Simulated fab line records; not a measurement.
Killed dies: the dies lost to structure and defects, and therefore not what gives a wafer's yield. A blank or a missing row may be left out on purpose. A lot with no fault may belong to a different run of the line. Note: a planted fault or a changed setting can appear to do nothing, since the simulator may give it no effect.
Matching of chambers	flow n5 finfet	N5_BEOL_M2_DESCUM_16 on rie diel-04: 4 sister chambers
The step chemistry O2, time 7 s. 24 wafers are shown with their chamber, then 12 later ones without.

## WAFERS WITH THEIR CHAMBER
wafer	chamber	drypump motor current A (A)	showerhead plenum p Torr (Torr)	oes product au (a.u.)
L078.1	2	5.9	2.09	0.73
L078.2	1	6.2	2.18	0.73
L078.3	3	5.5	2.17	0.95
L078.4	0	6.1	2.16	0.94
L078.5	1	6.2	2.18	0.72
L078.6	2	5.9	2.09	0.74
L079.1	2	5.9	2.09	0.73
L079.2	3	5.5	2.17	0.93
L079.3	0	6.1	2.16	0.94
L080.1	0	6.1	2.16	0.95
L080.2	2	5.9	2.09	0.73
L080.4	0	6.1	2.16	0.93
L081.2	0	6.1	2.16	0.93
L081.3	3	5.5	2.16	0.92
L081.4	2	5.9	2.09	0.74
L084.1	0	6.1	2.15	0.92
L084.2	2	6.0	2.09	0.72
L084.3	1	6.2	2.17	0.72
L084.4	3	5.5	2.16	0.89
L084.5	1	6.2	2.17	0.71
L084.6	2	5.9	2.09	0.72
L085.3	3	5.5	2.16	0.90
L085.4	2	5.9	2.09	0.72
L085.6	0	6.1	2.15	0.91

SIGNATURES, as means of the wafers listed above
reading	chamber 0	chamber 1	chamber 2	chamber 3	scatter within a chamber
drypump motor current A	6.100	6.200	5.913	5.500	0.0209
showerhead plenum p Torr	2.1571	2.1750	2.0900	2.1640	0.00426
oes product au	0.9314	0.7200	0.7288	0.9180	0.0142
Rule: for each reading, subtract the chamber's mean from the wafer's reading, divide by that reading's scatter and square the result; add these up over the readings and take the root, which gives the wafer's distance from the chamber. The wafer belongs to the nearest chamber; if the next one is less than 2 further off, it can't be placed. The scatter: take each reading less its chamber's mean, square it, sum over the shown wafers, divide by the number of wafers less the number of chambers, and take the root.

## WAFERS WITHOUT THEIR CHAMBER
wafer	drypump motor current A (A)	showerhead plenum p Torr (Torr)	oes product au (a.u.)
L089.2	5.5	2.16	0.87
L089.3	6.1	2.15	0.90
L089.5	6.2	2.17	0.70
L093.1	5.9	2.08	0.70
L093.2	6.2	2.17	0.70
L093.6	6.2	2.17	0.70
L096.1	5.5	2.15	0.86
L096.2	6.1	2.15	0.88
L096.3	6.2	2.17	0.70
L096.4	6.0	2.08	0.70
L096.5	5.9	2.08	0.70
L096.6	6.2	2.17	0.70

## WHICH CHAMBER EACH WENT THROUGH
wafer	from the rows above	in truth
L089.2	3	3
L089.3	0	0
L089.5	1	1
L093.1	2	2
L093.2	1	1
L093.6	1	1
L096.1	3	3
L096.2	0	0
L096.3	1	1
L096.4	2	2
L096.5	2	2
L096.6	1	1
12 of 12 placed correctly. Number that these rows cannot place: 0. 0 placed wrongly.
